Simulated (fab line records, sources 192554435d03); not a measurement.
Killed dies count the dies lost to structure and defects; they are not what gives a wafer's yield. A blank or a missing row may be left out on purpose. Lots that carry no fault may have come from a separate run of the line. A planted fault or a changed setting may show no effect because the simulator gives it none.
fab line records | flow n5_finfet
record: lots: 4 wafers: 12 last_day: 16
route steps=1938 shown SD_EPI_P@296 BEOL_M4@1111 PASSIVATION@1936
lots untouched by any fault: they come from a run of this same line in which no faults occurred
start_h: start of the lot's first displayed wafer, in hours after the record's first day | wait_h: how many hours have passed since the lot's step before this one | " repeats the value in the row above | L1.1+2: several wafers, shown together as one row | - no value present, or no start provided | * or withheld: withheld | < > ~ a bound
route shown NAME@n: names a module that has steps shown in the file, with the first one's number in the route | usual: mean/standard deviation of fault-free wafers | same: alike in all rows | chamber/n: place in a boat | sites: the reading at each site | _std_site: standard deviation across them | _edge_site: outer sites' mean less inner sites' | radius_mm: for every site, how far away it sits from the centre of the wafer | mask NAME#n: copy n | behind: the tool/chamber that last shaped the wafer | hold: the reason the lot was held/the length of the hold in hours/how it ended | device: names the non-switching transistor (n, p or np) | end of line: at the end of the route, the tests of the same wafers | a step with no rows: only its recipe | killed: count of dies lost to structure and defects at first sort (not the wafer's yield) | map: a wafer's dies, x killed, . not, _ none there
set.NAME: the setting that was run; set.NAME@STEP: the one run at that earlier step | model.NAME: the simulator's own value behind a step, which no gauge read
lots at selected steps of the route; one table per step, one row per wafer
services: when a tool's chamber went out of use (start_h, in hours from the record's first day, below 0 if earlier), for how many hours, and the reason
== steps ==
step: N5_SD_EPI_P_COAT_35
recipe: resist: SiARC temp_c: 220 time_s: 60 spin_rpm: 1500 resist_thk_nm: 35
step: N5_SD_EPI_P_COAT_03
recipe: resist: CAR-ArF-block spin_rpm: 1500 resist_thk_nm: 150
step: N5_SD_EPI_P_EBR_05
recipe: solvent: PGMEA ebr_width_mm: 1.5
step: N5_SD_EPI_P_SOFTBAKE_04
recipe: temp_c: 110 time_s: 60 resist: CAR-ArF-block
step: N5_SD_EPI_P_EXPOSE_06
recipe: mask_id: SD_P_BLK na: 1.35 source_shape: conventional sigma_outer: 0.8 polarization: unpolarized target_cd_nm: 240 dose_mj: 39.5
step: N5_SD_EPI_P_PEB_07
recipe: peb_temp_c: 110 peb_time_s: 60 resist: CAR-ArF-block
step: N5_SD_EPI_P_DEVELOP_08
recipe: develop_time_s: 30 developer: TMAH resist: CAR-ArF-block dev_temp_c: 23 rinse_liquid: diw dry: air_spin
step: N5_SD_EPI_P_DESCUM_14
recipe: chemistry: O2 time_s: 7.9 source_power_w: 50 bias_power_w: 20 pressure_mtorr: 20 rf_frequency_hz: 2.712e+07 temp_c: 40 resist: CAR-ArF-block o2_flow_sccm: 225
step: N5_SD_EPI_P_ETCH_36
recipe: chemistry: CF4 target: SiARC target_depth_a: 455 mask_material: CAR-ArF-block time_s: 75.8 ion_energy_ev: 80 pressure_mtorr: 40 source_w: 545 bias_w: 36 Ar_flow_sccm: 100 cf4_flow_sccm: 100 ends: cleared
step: N5_SD_EPI_P_ETCH_37
recipe: chemistry: N2/H2 target: SOC overetch_a: 1080 mask_material: SiARC temp_c: 40 ion_energy_ev: 100 source_w: 3000 bias_w: 133 pressure_mtorr: 20 time_s: 486 n2_flow_sccm: 200 h2_flow_sccm: 200 ends: end_point
usual: drypump_motor_current_A: 5.9/0.64 oes_product_au: 0.68/0.062 rf_fwd_power_W: 2996/9.5 rf_vpp_V: 240.9/1.2 showerhead_plenum_p_Torr: 2.56/0.077 throttle_valve_pct: 23.9/0.42
columns lot.wafer tool chamber start_h wait_h drypump_motor_current_A oes_product_au rf_fwd_power_W rf_hours_counter_h rf_vpp_V showerhead_plenum_p_Torr throttle_valve_pct model.SD_EPI_P.cd_nm model.SiARC_of_SD_EPI_P_COAT_35.thk_nm
L280.2 rie_diel-03 2 70.50 0.1 5.6 0.69 2988 169 242.1 2.51 24.0 238.2 20
L280.4 " 0 " " 5.1 0.65 2993 - 239.1 2.51 24.1 239.2 20.2
L280.5 " 0 " " 5.1 0.64 2992 - 239.8 2.51 24.1 238.8 20.2
L281.3 rie_diel-03 0 77.26 0.0 5.1 0.63 2289 197 264.0 2.51 24.1 234.8 22.8
L281.4 " 2 " " 5.6 0.66 2285 - 264.8 2.51 24.0 234.6 22.6
L281.5 " 0 " " 5.1 0.63 2298 - 265.3 2.51 24.1 234.6 23
L284.3 rie_diel-03 3 95.26 0.0 5.8 0.70 2275 73 266.4 2.59 23.8 235.8 22.6
L284.4 " 0 " " 5.1 0.63 2296 205 264.5 2.50 24.1 235.8 22.8
L284.6 " 3 " " 5.8 0.71 2286 - 265.1 2.59 23.7 237 22.6
L291.1 rie_diel-02 0 138.99 0.0 5.7 0.64 3006 207 241.1 2.63 24.5 239.2 20.4
L291.4 " 1 " " 6.6 0.64 2976 186 241.6 2.64 24.1 241 19.8
L291.5 " 0 " " 5.8 0.64 3012 - 240.6 2.63 24.5 240.2 20.6
step: N5_SD_EPI_P_STRIP_38
recipe: chemistry: N2/H2 temp_c: 40 n2_flow_sccm: 200 h2_flow_sccm: 200 rf_frequency_hz: 6e+07
step: N5_SD_EPI_P_ETCHBACK_46
recipe: chemistry: CH3F/O2 mode: anisotropic_etchback target: SiNx target_depth_a: 175 stop_on: SiO2 over_etch_frac: 0.3 ion_energy_ev: 120 pressure_mtorr: 30 source_w: 395 bias_w: 73 Ar_flow_sccm: 150 CH3F_flow_sccm: 30 O2_flow_sccm: 20
usual: O2_flow_sccm: 20.00/0.06 drypump_motor_current_A: 5.9/0.64 oes_product_au: 0.65/0.059 rf_vpp_V: 298/5.5 showerhead_plenum_p_Torr: 2.02/0.054 throttle_valve_pct: 16.4/0.35
columns lot.wafer tool chamber start_h wait_h O2_flow_sccm drypump_motor_current_A oes_product_au rf_hours_counter_h rf_vpp_V showerhead_plenum_p_Torr throttle_valve_pct
L280.2 rie_diel-03 2 70.98 0.0 19.96 5.6 0.65 169 299 1.99 16.5
L280.4 " 0 " " 19.99 5.1 0.63 - 298 2.00 16.7
L280.5 " 0 " " 19.98 5.1 0.62 - 299 2.00 16.7
L281.3 rie_diel-03 0 77.59 0.0 20.00 5.1 0.32 197 298 2.00 16.6
L281.4 " 2 " " 20.01 5.6 0.42 - 301 1.99 16.5
L281.5 " 0 " " 20.06 5.1 0.34 - 299 2.00 16.6
L284.3 rie_diel-03 3 95.58 0.0 19.89 5.8 0.50 73 298 2.02 16.0
L284.4 " 0 " " 20.05 5.1 0.36 206 298 2.00 16.7
L284.6 " 3 " " 20.02 5.8 0.54 - 298 2.02 16.0
L291.1 rie_diel-02 0 139.31 0.0 19.97 5.8 0.61 207 288 2.07 16.9
L291.4 " 1 " " 20.07 6.6 0.61 187 302 2.06 16.5
L291.5 " 0 " " 20.04 5.7 0.61 - 287 2.07 16.9
step: N5_SD_EPI_P_ETCH_47
recipe: chemistry: CH3F/O2 target: SiOCN target_depth_a: 250 mask_material: SOC ion_energy_ev: 60 bias_w: 29 pressure_mtorr: 30 source_w: 410 Ar_flow_sccm: 150 CH3F_flow_sccm: 30 O2_flow_sccm: 20
step: N5_SD_EPI_P_ETCH_16
recipe: chemistry: CHF3/O2 target: SiO2 target_depth_a: 50 mask_material: SOC pressure_mtorr: 30 source_w: 650 bias_w: 170 Ar_flow_sccm: 200 CHF3_flow_sccm: 50 O2_flow_sccm: 5 ion_energy_ev: 200
usual: O2_flow_sccm: 5.002/0.015 drypump_motor_current_A: 5.9/0.64 oes_product_au: 0.75/0.076 rf_fwd_power_W: 642/3.2 rf_vpp_V: 525/9.7 showerhead_plenum_p_Torr: 2.43/0.062 throttle_valve_pct: 18.9/0.36
columns lot.wafer tool chamber start_h wait_h O2_flow_sccm drypump_motor_current_A oes_product_au rf_fwd_power_W rf_hours_counter_h rf_vpp_V showerhead_plenum_p_Torr throttle_valve_pct model.SiARC_of_SD_EPI_P_COAT_35.thk_nm
L280.2 rie_diel-03 2 71.28 0.1 5.021 5.6 0.76 640 169 532 2.40 19.1 11.8
L280.4 " 0 " " 5.001 5.1 0.72 644 - 527 2.42 19.3 12.2
L280.5 " 0 " " 5.017 5.1 0.72 646 - 526 2.41 19.3 12.4
L281.3 rie_diel-03 0 77.79 0.1 5.018 5.1 0.72 648 197 527 2.41 19.3 15
L281.4 " 2 " " 5.025 5.6 0.76 642 - 530 2.40 19.0 14.4
L281.5 " 0 " " 5.021 5.2 0.72 645 - 527 2.41 19.3 15
L284.3 rie_diel-03 3 95.78 0.1 5.012 5.8 0.81 643 73 527 2.43 18.6 14.4
L284.4 " 0 " " 5.003 5.1 0.71 645 206 526 2.41 19.3 15
L284.6 " 3 " " 5.005 5.8 0.81 643 - 525 2.43 18.6 14.4
L291.1 rie_diel-02 0 139.51 0.1 5.003 5.8 0.70 639 208 506 2.49 19.4 12.8
L291.4 " 1 " " 5.034 6.6 0.70 644 187 531 2.48 19.0 11.8
L291.5 " 0 " " 4.974 5.8 0.70 639 - 507 2.49 19.5 13
step: N5_SD_EPI_P_STRIP_50
recipe: chemistry: CHF3/O2 resist: SiARC rf_frequency_hz: 6e+07
step: N5_SD_EPI_P_SD_RECESS_17
recipe: chemistry: HBr/Cl2/O2 target_depth_a: 391 bt_time_s: 3 pressure_mtorr: 10 icp_w: 800 bias_w: 112 HBr_flow_sccm: 150 Cl2_flow_sccm: 80 O2_flow_sccm: 12
usual: O2_flow_sccm: 12.00/0.036 drypump_motor_current_A: 5.8/0.36 oes_product_au: 0.993/0.015 throttle_valve_pct: 37.0/0.32
columns lot.wafer tool chamber start_h wait_h O2_flow_sccm drypump_motor_current_A oes_product_au rf_hours_counter_h throttle_valve_pct model.SD_EPI_P.cd_nm
L280.2 rie_si-01 1 71.38 0.0 12.02 6.3 0.993 117 37.0 238.2
L280.4 " 3 " " 11.97 5.8 0.965 129 37.0 239.4
L280.5 " 3 " " 12.01 5.8 0.964 - 36.9 238.8
L281.3 rie_si-06 2 77.86 0.0 12.02 5.9 0.966 7 36.7 234.8
L281.4 " 1 " " 12.04 5.9 1.006 86 37.4 234.6
L281.5 " 3 " " 11.98 5.0 1.019 - 36.6 234.6
L284.3 rie_si-01 2 95.86 0.0 12.01 5.8 1.007 141 37.0 235.8
L284.4 " 3 " " 12.07 5.8 0.975 129 37.0 236
L284.6 " 3 " " 11.97 5.8 0.971 - 36.9 237.2
L291.1 rie_si-06 0 139.58 0.0 11.91 6.0 0.971 147 37.2 238.8
L291.4 " 3 " " 11.98 5.0 1.024 18 36.6 241
L291.5 " 3 " " 12.09 5.0 1.031 - 36.6 240
step: N5_SD_EPI_P_WET_ETCH_45
recipe: chemistry: dHF dilution: withheld time_s: 10.7 target: SiO2 target_depth_a: 20 temp_c: 25 dry: ipa_marangoni rinse_time_s: 30 rinse_temp_c: 23
step: N5_BEOL_M4_RC_MEAS_101
usual: DIBL_N: 36.5/2 DIBL_P: 36.5/2.3 IOFF_N: 0.16/0.036 IOFF_P: 0.21/0.037 ION_N: 672/12 ION_P: 459/7.1 SS_N: 71.6/0.73 SS_P: 73.4/0.76 VT_N: 250/3.3 VT_P: -250.5/2.9
columns lot.wafer tool chamber start_h wait_h DIBL_N[mV/V] DIBL_P[mV/V] IOFF_N[nA/um] IOFF_P[nA/um] ION_N[uA/um] ION_P[uA/um] SS_N[mV/dec] SS_P[mV/dec] VT_N[mV] VT_P[mV]
L280.2 prober-02 0 189.71 0.2 34.5 35.7 0.14 0.19 671 462 71.2 72.8 248 -252.2
L280.4 " 0 " " 37.3 37.8 0.19 0.23 679 462 71.5 73.9 247 -248.4
L280.5 " 0 " " 36.9 37.8 0.18 0.22 683 468 71.5 74.7 247 -248.9
L291.1 prober-02 0 257.60 0.0 40.6 41.6 0.23 0.31 680 466 72.2 74.7 245 -246.1
L291.4 " 0 " " 40.2 39.0 0.21 0.25 649 444 73.9 73.9 249 -250.4
L291.5 " 0 " " 37.8 38.2 0.16 0.24 648 452 72.4 73.2 254 -251.2
step: N5_PASSIVATION_PROBE_49
usual: defect_limited_yield: 91.4/1.4 killed_at_M0_to_M3: 33/11 killed_at_M4_up: 13/5.3 killed_at_contacts: 13/6.1 killed_at_front_end: 40/11 killed_at_other: 2.9/2.7 killed_dies: 102/17 killed_on_rim: 14/4.2 killed_open: 68/13 killed_short: 32/7.5 sort_bin_5_function: 5.1/0.98 sort_bin_6_memory: 3.2/0.69 sort_bin_8_speed: 0.1/1.1 sort_n_pass: 1077/21 sort_yield_pct: 91.3/1.7
same: gross_dies: 1180 killed_at_back_side: 0 sort_bin_4_leakage[%]: 0
columns lot.wafer tool chamber start_h wait_h defect_limited_yield[%] killed_at_M0_to_M3 killed_at_M4_up killed_at_contacts killed_at_front_end killed_at_other killed_dies killed_on_rim killed_open killed_short sort_bin_5_function[%] sort_bin_6_memory[%] sort_bin_8_speed[%] sort_n_pass sort_yield_pct[%]
L281.3 prober-02 - 316.87 0.1 1.1 29 10 7 1118 3 1167 152 67 23 95.7 2.9 0 13 1.1
L281.4 prober-02 - 316.92 0.2 7.7 45 18 14 1010 2 1089 152 79 41 89.4 2.6 0 91 7.7
L281.5 prober-02 - 316.97 0.2 5.1 40 12 10 1056 2 1120 152 59 39 91.5 3.0 0 60 5.1
L280.2 prober-02 - 321.72 0.1 91.4 32 18 10 38 3 101 17 71 27 4.9 3.2 0 1079 91.4
L280.4 prober-02 - 321.82 0.2 89.9 34 14 14 52 5 119 15 82 35 5.3 4.2 0 1061 89.9
L280.5 prober-02 - 321.87 0.2 90.3 36 9 16 51 3 115 12 84 29 6.5 2.9 0 1065 90.3
L284.3 prober-02 - 340.63 0.1 11.9 48 7 4 980 1 1040 150 61 37 85.3 2.6 0 140 11.9
L284.4 prober-02 - 340.68 0.2 8.2 44 17 19 1001 2 1083 136 86 47 87.4 3.9 0 97 8.2
L284.6 prober-02 - 340.78 0.3 20.5 49 21 12 851 5 938 140 75 45 75.4 3.8 0 242 20.5
killed by level:class
L281.3 SD_EPI_P:area_etch=1074 STI_FIN_REVEAL:geometric_particle:open=8 BEOL_M0_SAQP:geometric_particle:open=8 BEOL_M3:geometric_particle:open=7 MOL_CONTACT_COAG:geometric_particle:open=6 BEOL_M1:geometric_particle:open=5 GATE_CUT:geometric_particle:short=5 BEOL_M2:geometric_particle:open=5
L281.4 SD_EPI_P:area_etch=968 MOL_CONTACT_COAG:geometric_particle:open=13 STI_FIN_REVEAL:geometric_particle:open=12 BEOL_M0_SAQP:geometric_particle:open=12 BEOL_M0_SAQP:geometric_particle:short=10 BEOL_M4:geometric_particle:open=8 FIN_SAQP:geometric_particle:open=7 BEOL_M1:geometric_particle:open=6
L281.5 SD_EPI_P:area_etch=1022 BEOL_M0_SAQP:geometric_particle:open=11 BEOL_M0_SAQP:geometric_particle:short=10 FIN_SAQP:geometric_particle:open=8 BEOL_M3:geometric_particle:open=8 MOL_CONTACT_COAG:geometric_particle:open=7 FIN_SAQP:geometric_particle:short=6 STI_FIN_REVEAL:geometric_particle:open=6
L280.2 STI_FIN_REVEAL:geometric_particle:open=12 MOL_CONTACT_COAG:geometric_particle:open=9 BEOL_M0:geometric_particle:open=8 BEOL_M8:geometric_particle:open=8 STARTING-WAFER:geometric_particle:short=6 FIN_SAQP:geometric_particle:open=5 GATE_CUT:geometric_particle:short=5 BEOL_M0_SAQP:geometric_particle:short=5
L280.4 FIN_SAQP:geometric_particle:open=15 MOL_CONTACT_COAG:geometric_particle:open=13 FIN_SAQP:geometric_particle:short=11 STI_FIN_REVEAL:geometric_particle:open=11 BEOL_M1:geometric_particle:open=8 BEOL_M2:geometric_particle:open=7 GATE_CUT:geometric_particle:short=6 BEOL_M4:geometric_particle:open=6
L280.5 FIN_SAQP:geometric_particle:open=15 MOL_CONTACT_COAG:geometric_particle:open=13 STI_FIN_REVEAL:geometric_particle:open=12 BEOL_M2:geometric_particle:open=12 FIN_SAQP:geometric_particle:short=7 BEOL_M0:geometric_particle:open=5 BEOL_M1:geometric_particle:open=5 GATE_CUT:geometric_particle:open=4
L284.3 SD_EPI_P:area_etch=939 BEOL_M0_SAQP:geometric_particle:open=14 STI_FIN_REVEAL:geometric_particle:open=9 BEOL_M1:geometric_particle:open=8 BEOL_M3:geometric_particle:open=8 GATE_CUT:geometric_particle:short=7 BEOL_M0_SAQP:geometric_particle:short=7 FIN_SAQP:geometric_particle:open=6
L284.4 SD_EPI_P:area_etch=948 MOL_CONTACT_COAG:geometric_particle:open=15 BEOL_M2:geometric_particle:open=14 STI_FIN_REVEAL:geometric_particle:open=12 FIN_SAQP:geometric_particle:open=11 FIN_SAQP:geometric_particle:short=10 BEOL_M0_SAQP:geometric_particle:short=9 BEOL_M0_SAQP:geometric_particle:open=9
L284.6 SD_EPI_P:area_etch=816 BEOL_M0_SAQP:geometric_particle:short=14 BEOL_M4:geometric_particle:open=12 BEOL_M2:geometric_particle:open=10 MOL_CONTACT_COAG:geometric_particle:open=9 BEOL_M0_SAQP:geometric_particle:open=9 FIN_SAQP:geometric_particle:open=7 FIN_SAQP:geometric_particle:short=6
map L281.3 (x killed, . not)
_________________xxxxxxxxxxxx________________
______________xxxxxxxxxxxxxxxxxx_____________
___________xxxxxxxxxxxxxxxxxxxxxxxx__________
__________xxxxxxxxxxxxxxxxxxxxxxxxxx_________
________xxxxxxxxxxxxxxxxxxxxxxxxxxxxxx_______
_______xxxxxxxxxxxxxxxxxxxxxxxxxxxxxxxx______
______xxxxxxxxxxxxxxxxxxxxxxxxxxxxxxxxxx_____
_____xxxxxxxxxxxxxxxxxxxxxxxxxxxxxxxxxxxx____
____xxxxxxxxxxxxxxxxxxxxxxxxxxxxxxxxxxxxxx___
___xxxxxxxxxxxxxxxxxxxxxxxxxxxxxxxxxxxxxxxx__
___xxxxxxxxxxxxxxxxxxxxxxxxxxxxxxxxxxxxxxxx__
__xxxxxxxxxxxxxxxxxxxxxxxxxxxxxxxxxxxxxxxxxx_
__xxxxxxxxxxxxxxx.xxxxxxxxxxxxxxxxxxxxxxxxxx_
_xxxxxxxxxxxxxxxxxxxxxxxxxxxxxxxxxxxxxxxxxxxx
_xxxxxxxxxxxxxxxxxxxxxxxxxxxxxxxxxxxxxxxxxxxx
_xxxxxxxxxxxxxxxxxxxxxxxxxxxxxxxxxxxxxxxxxxxx
_xxxxxxxxxxxxxxxxxxxxxxxxxxxxxxx.xxxxxxxxxxxx
_xxxxxxxxxxxxxxxxxxxxx.xxxxxxxx.xxxxxxx.xxxxx
_xxxxxxxxxxxxxxxx.xxxxxxxxxxxxxxx.xxxxxxxxxxx
_xxxxxxxxxxxxxxxxxxxxxxxxxxxxxxxxxxxxxxxxxxxx
_xxxxxxxxxxxxxxxxxxxxxxxxxxxxxxxxxxxxxxxxxxxx
__xxxxxxxxxxxxxxxxxxxxxxxx.xxxxxx.xxxxxxxxxx_
__xxxxxxxxxxxxxxxxxxxxxxxxxxxxxx.xxxxxxxxxxx_
___xxxxxxxxxxxxxxxxxxxxxxxxxxxxxxxxxxxxxxxx__
___xxxxxxxxxxxxxxxxxxxxxxxxxxxxxx.xxxxxxxxx__
____xxxxxxxxxxxxxxxxxxxxxxxxxxxxxxxxxx.xxx___
_____xxxxxxxxxxxxxxxxxxxxxxxxxxxxxxxxxxxx____
______xxxxxxxxxxxxxxxxxxxxx.xxxxxxxxxxxx_____
_______xxxxxxxxxxxxxxxxxxxxxxxxxxxxxxxx______
________xxxxxxxxxxxxxxxxxxxxxxxxxxxxxx_______
__________xxxxxxxxxxxxxxxxxxxxxxxxxx_________
___________xxxxxxxxxxxxxxxxxxxxxxxx__________
______________xxxxxxxxxxxxxxxxxx_____________
_________________xxxxxxxxxxxx________________
map L284.4 (x killed, . not)
_________________xxxxxxxxxx.x________________
______________xxxxxxxxxxxxxxxxxx_____________
___________xxxxxxxxxxxxxxxxxxxxxxxx__________
__________xxxxxxxxxxxxxxxxxxxxxxxx.x_________
________xxxxxxxxxxxxxxxxxxxxxxxxxxxxxx_______
_______xxxxxxxxxxxxxxxxxxxxxxxxxxxxxxxx______
______xxxxxxxxxxxxxxxxxxxxxxxxxxxxxxxxxx_____
_____xxxxxxxxxxxxxxxxxxxxxxxxxxxxxxxxxxxx____
____xxxx.xxxxxxxxxxxxxxxxxxxxxxxxxxxxxxxxx___
___xxxxxxxxxxxxxxxxxxxxxxxxxxxxxxxxxxxxxxxx__
___xxxxxxxxxxxxxxxxxxxxxxxxxxxxxxxxxxxxxxxx__
__xxxxxxxxxxxxxxxxxx.xxxxxxxxxxxxxxxxxxxxxxx_
__xxxxxxxxxxx.xx.xx.xx.xxxxxxxxxxxxxxxxxxxxx_
_xxxxxxxxxxxxxxxxxx.xxxxxxxxxxxxxxxxxxxxxxxxx
_xxxxxxxxx.x.xxxxxxx.x.xxxxxxxxxxxxxxxxxxxxxx
_xxxxxxxxxxxxxxxxxxxxxxxxxxxxxxxxxxxxxxxxxxxx
_xxxxxxxxxxxxxxxxxxxxx.xxxxxxxxxxx.xxxxxxxxxx
_xxxxxxxxxxxxxxxxxxxxxxxxxxxxxxxxxxxxxxxxxxxx
_xxxxxxxxxxxxxxxxxxxxxxxxxxxxxxxxxxxxxxxxxxxx
_xxxxxxxxxxxxxxxxxxxxxxxxxxxxxxxx.xx..xxxxxxx
_xxxxxxxxxxxxxxxxxxxxxxxxxxxxxxxxxxxxx.xxxxxx
__xxxxxxxxxxxxxxxxxxxxxxxxxxxxxxx..x..xxxxxx_
__xxxxxxxxxxxxxxxxxxxxxxxxxxxxxxxxxx.xxxxxxx_
___xxxxxxxxxxxxxxxxxxxxxxx.xx.x.xxx.xx.xx.x__
___xxxxxxxxxxxxxxxxxxxxxxxxxxxx.x..xxx..xxx__
____xxxxxxxxxxxxxxxxxxxxxxx.x.x..x..x..xxx___
_____xxxxxxxxxxxxxxxxxxxxxx.x....xx.xx.xx____
______xxxxxxxxxxxxxxxxxxxxx.....x.xx.xxx_____
_______xxxxxxxxxxxxxxxxxxxx...x........______
________xxxxxxxxxxxxxxxxxx..........x._______
__________xxxxxxxxxxxxxxx.x.xx.x..x._________
___________xxxxxxxxxxxxxxx.xxx.....__________
______________xxxxxxxxxxxx.x...x_____________
_________________xxxxxxx.xx.x________________
== services ==
columns tool chamber start_h hours kind
rie_diel-02 1 53.32 16.7 repair
rie_si-06 0 54.56 4.0 repair
rie_diel-03 3 64.95 12.8 repair
rie_diel-03 1 65.00 11.8 repair
rie_diel-03 3 133.54 12.3 repair
== key ==
first_sign: step: N5_SD_EPI_P_ETCH_37 reading: rf_fwd_power_W direction: down sigmas: 75 usual: * struck: *
effect: step: N5_SD_EPI_P_ETCH_37 reading: rf_vpp_V direction: up sigmas: 20 usual: 240.9 struck: 265.0
effect: step: N5_SD_EPI_P_ETCHBACK_46 reading: oes_product_au direction: down sigmas: 4 usual: 0.65 struck: 0.41
effect: step: N5_PASSIVATION_PROBE_49 reading: killed_at_front_end direction: up sigmas: 88 usual: 40 struck: 1003
model_effect: step: N5_SD_EPI_P_ETCH_37 value: SD_EPI_P.cd_nm without: 239.2 struck: 235.4
model_effect: step: N5_SD_EPI_P_ETCH_16 value: SiARC_of_SD_EPI_P_COAT_35.thk_nm without: 11.73 struck: 14.7
model_effect: step: N5_SD_EPI_P_SD_RECESS_17 value: SD_EPI_P.cd_nm without: 239.1 struck: 235.5
more_kills_born_at: N5_SD_EPI_P_ETCH_37@rie_diel-03: 5767
met_at N5_SD_EPI_P_ETCH_37
struck_wafers L281.3,L281.4,L281.5,L284.3,L284.4,L284.6
later_rows_left_out L281.3,L281.4,L281.5,L284.3,L284.4,L284.6
onset_between 70.50 77.26
fault: kind: process_parameter_drift tool: rie_diel-03 chamber: - onset_h: 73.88 steps: N5_SD_EPI_P_ETCH_37 channel: source_w offset: -720 shape: step end_h: 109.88 acts_in: these_recipes_only stated: 3000
later_rows_left_out: the simulator's readings of these wafers behind a module that went badly wrong aren't trusted and aren't shown, but for the sort
